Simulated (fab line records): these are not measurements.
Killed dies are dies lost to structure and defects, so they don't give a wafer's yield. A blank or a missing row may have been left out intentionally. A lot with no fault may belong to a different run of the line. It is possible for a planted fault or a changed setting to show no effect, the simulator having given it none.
Chamber matching -- flow n5-finfet -- 4 sister chambers for N5_MIM_TOP_ALD_00 on ald-hk-02
The step deposits Al2O3, purge time 3 s, co reactant pulse time 3 s. 8 wafers are shown with their chamber, then 10 later ones without.

## EACH WAFER AND ITS CHAMBER
wafer,chamber,precursor-pulse-height-rel
L082.2,1,1.018
L082.6,3,1.007
L083.5,0,0.982
L088.2,0,0.972
L088.3,2,1.016
L088.6,3,1.000
L087.1,2,0.996
L087.3,1,1.002

## WAFERS WITH NO CHAMBER GIVEN
wafer,precursor-pulse-height-rel
L087.4,0.986
L091.1,1.002
L091.3,0.962
L091.6,0.986
L092.3,0.956
L092.4,0.997
L092.5,0.951
L094.1,0.951
L094.5,0.995
L094.6,1.013

## EACH ONE'S CHAMBER
wafer,from the rows above,in truth
L087.4,can't be placed: 0 or 3 or 2 or 1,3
L091.1,can't be placed: 3 or 2 or 1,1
L091.3,0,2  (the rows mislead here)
L091.6,can't be placed: 0 or 3 or 2 or 1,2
L092.3,0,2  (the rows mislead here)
L092.4,can't be placed: 3 or 2 or 1 or 0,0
L092.5,0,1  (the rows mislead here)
L094.1,0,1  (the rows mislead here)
L094.5,can't be placed: 3 or 2 or 1 or 0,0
L094.6,can't be placed: 1 or 2 or 3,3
Correctly placed: 0 of 10. From these rows, 6 cannot be placed; in 6 the true chamber is one of the candidates. 4 placed wrongly.
How it was worked out, from the rows above alone: a wafer's distance from a chamber is the root of the sum, over the readings, of the square of ((its reading less the chamber's mean) divided by the reading's scatter). The wafer belongs to the nearest chamber; if the next one is less than 2 further off, it can't be placed. The mean given for a chamber averages the wafers shown for that chamber. The scatter is the square root of a quotient: the sum, over the shown wafers, of each reading's squared deviation from its chamber's mean, divided by wafers minus chambers.
